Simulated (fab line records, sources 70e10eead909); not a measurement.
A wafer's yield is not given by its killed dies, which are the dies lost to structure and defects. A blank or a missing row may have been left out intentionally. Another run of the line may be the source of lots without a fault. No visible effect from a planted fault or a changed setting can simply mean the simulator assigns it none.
Chamber matching	flow nandHarc	NHARC_A_SLIT_DEP_23 on pecvd-04 has 3 sister chambers
The step deposits SiON, target thk 100 nm. 16 wafers are shown with their chamber, then 8 later ones without.

WAFERS PAIRED WITH THEIR CHAMBERS
wafer	chamber	heaterPowerW (W)
L074.2	1	771
L074.3	0	798
L074.5	0	820
L076.4	2	808
L076.5	0	725
L076.6	1	759
L078.2	0	723
L078.3	2	815
L078.6	1	740
L081.2	2	824
L081.4	1	683
L081.5	0	798
L085.2	0	724
L085.3	1	630
L085.4	0	701
L088.2	0	677

SIGNATURES, as means of the wafers listed above
reading	chamber 0	chamber 1	chamber 2	scatter within a chamber
heaterPowerW	745.75	716.60	815.67	50.5
Rule: for a wafer and a chamber, the distance is found by dividing, reading by reading, the gap between the wafer's reading and the chamber's mean by the reading's scatter, squaring, summing and taking the root. If the next closest chamber is less than 2 further off than the closest, the wafer can't be placed; otherwise it belongs to the closest. The scatter: the root of (the sum of the squares of (reading less its chamber's mean) over the shown wafers, divided by (wafers less chambers)).

WAFERS WHOSE CHAMBER IS MISSING
wafer	heaterPowerW (W)
L088.3	744
L088.4	745
L090.1	666
L090.5	739
L090.6	671
L093.1	652
L093.4	657
L093.6	655

THE CHAMBER EACH PASSED THROUGH
wafer	from the rows above	in truth
L088.3	can't be placed: 0 or 1 or 2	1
L088.4	can't be placed: 0 or 1 or 2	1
L090.1	can't be placed: 1 or 0 or 2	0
L090.5	can't be placed: 0 or 1 or 2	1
L090.6	can't be placed: 1 or 0 or 2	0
L093.1	can't be placed: 1 or 0 or 2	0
L093.4	can't be placed: 1 or 0 or 2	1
L093.6	can't be placed: 1 or 0 or 2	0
Placed correctly: 0 of 8. Not placeable from these rows: 8 (in 8, the candidates include the true chamber). 0 placed wrongly.
